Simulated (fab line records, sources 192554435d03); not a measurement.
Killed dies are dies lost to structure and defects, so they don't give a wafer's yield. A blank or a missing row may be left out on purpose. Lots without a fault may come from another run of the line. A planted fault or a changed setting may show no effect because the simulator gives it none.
A struck lot beside a sound one | flow n5_finfet | 15 steps out of a route of 1938
Sound: wafers L437.1, L437.2, L437.4. Struck: wafers L450.1, L450.3, L450.6. The cause comes at the end.
At each step with rows: each side's tool, then ch and its chambers, then its first start. Under that, the readings that differ: sound wafers | struck wafers | difference of the means | sigmas: that difference in standard deviations of wafers without a fault.
alike: readings whose means differ by less than 2 such deviations, and words and numbers that are the same on both sides. not compared: withheld readings, readings that some wafer has no value for, bounds like >300 that may hide the same value, and numbers for which the record gives no deviation and whose values overlap.
The two part at a step that has a row with sigmas, a row that says differs or no value, or rows on one side only. Numbers that don't overlap but have no deviation are shown without sigmas and don't part them. A reading that every wafer of one side lacks parts them only if that side has two wafers or more.

first, 1 step without rows for these wafers: N5_MOL_CONTACT_COAG_STRIP_98 (strips in N2/H2).
N5_MOL_CONTACT_COAG_CD_MEAS_99: target cd 17.2 nm.
  sound on cd_sem-02, day 5 16:26; struck on cd_sem-03, day 9 01:47
  alike: cd_nm
then, 2 steps without rows for these wafers: N5_MOL_CONTACT_COAG_IMPLANT_129; N5_MOL_CONTACT_COAG_PRECLEAN_111 (cleans in NF3:NH3, afs cycles 1, time 20 s, sublimation time 60 s).
N5_MOL_CONTACT_COAG_TI_SIL_19: material Ti, target thk 4.2 nm, time 15 s.
  sound on pvd_sputter-01, day 5 16:58; struck on pvd_sputter-03, day 9 02:17
  alike: throttle_valve_pct
then, 1 step without rows for these wafers: N5_MOL_CONTACT_COAG_ALD_20 (deposits TiN, target thk 1.5 nm, pulse time 1 s, purge time 3 s).
N5_MOL_CONTACT_COAG_SIL_ANNEAL_21: time 60 s.
  sound on rtp_anneal-01 ch 0, day 5 17:42; struck on rtp_anneal-02 ch 0, day 9 02:49
  reading            | sound             | struck            | difference | sigmas
  lamp_power_pct (%) | 6.225 6.229 6.231 | 6.183 6.188 6.182 | -0.044     | -2
  alike: lamp_zone_7_pct, wafer_temp_C_max
N5_MOL_CONTACT_COAG_PRE_CLEAN_141: time 60 s.
  sound on pvd_sputter-02, day 5 18:56; struck on pvd_sputter-01, day 9 03:29
  alike: heater_power_w
then, 2 steps without rows for these wafers: N5_MOL_CONTACT_COAG_SPUTTER_143 (material Co, target thk 2.5 nm); N5_MOL_CONTACT_COAG_CO_FILL_22 (material Co, precursor CCTBA/H2, target thk 20 nm).
N5_MOL_CONTACT_COAG_ANNEAL_113: time 300 s.
  sound on rtp_anneal-01 ch 0, day 5 19:44; struck on rtp_anneal-01 ch 0, day 9 04:17
  alike: lamp_power_pct, lamp_zone_7_pct, wafer_temp_C_max
N5_MOL_CONTACT_COAG_PRE_CLEAN_142: time 60 s.
  sound on pvd_sputter-03, day 5 21:02; struck on pvd_sputter-03, day 9 05:59
  alike: heater_power_w
N5_MOL_CONTACT_COAG_SPUTTER_130: material Co, target thk 47.5 nm.
  sound on pvd_sputter-03, day 5 21:06; struck on pvd_sputter-03, day 9 06:03
  reading                                              | sound                | struck               | difference | sigmas
  cathode_dc_power_W (W)                               | 3000.3 3000.1 2999.4 | 3610.0 3611.7 3610.9 | +610.9     | +99 or more
  model.Co_of_MOL_CONTACT_COAG_SPUTTER_130.thk_nm (nm) | 47.2 47 47.6         | 57.4 57 57.4         | +10.0      |
  alike: throttle_valve_pct
then, 1 step without rows for these wafers: N5_MOL_CONTACT_COAG_PRECLEAN_125 (cleans in DIW, time 57.5 s).
-- the record jumps here: 3 days lie between the struck wafers' starts before and after (it left off in module MOL_CONTACT_COAG and takes up again in module BEOL_M4, whose first step shown is number 1111 of the route) --
N5_BEOL_M4_RC_MEAS_101:
  sound on prober-02 ch 0, day 9 06:02; struck on prober-02 ch 0, day 12 15:43
  reading       | sound       | struck      | difference | sigmas
  ION_N (uA/um) | 676 701 691 | 649 675 668 | -25        | -2
  alike: DIBL_N, DIBL_P, IOFF_N, IOFF_P, ION_P, SS_N, SS_P, VT_N, VT_P

WHERE THEY PART
First at N5_MOL_CONTACT_COAG_SIL_ANNEAL_21; last, within this record, at N5_BEOL_M4_RC_MEAS_101.

WHY: what the simulator had put in
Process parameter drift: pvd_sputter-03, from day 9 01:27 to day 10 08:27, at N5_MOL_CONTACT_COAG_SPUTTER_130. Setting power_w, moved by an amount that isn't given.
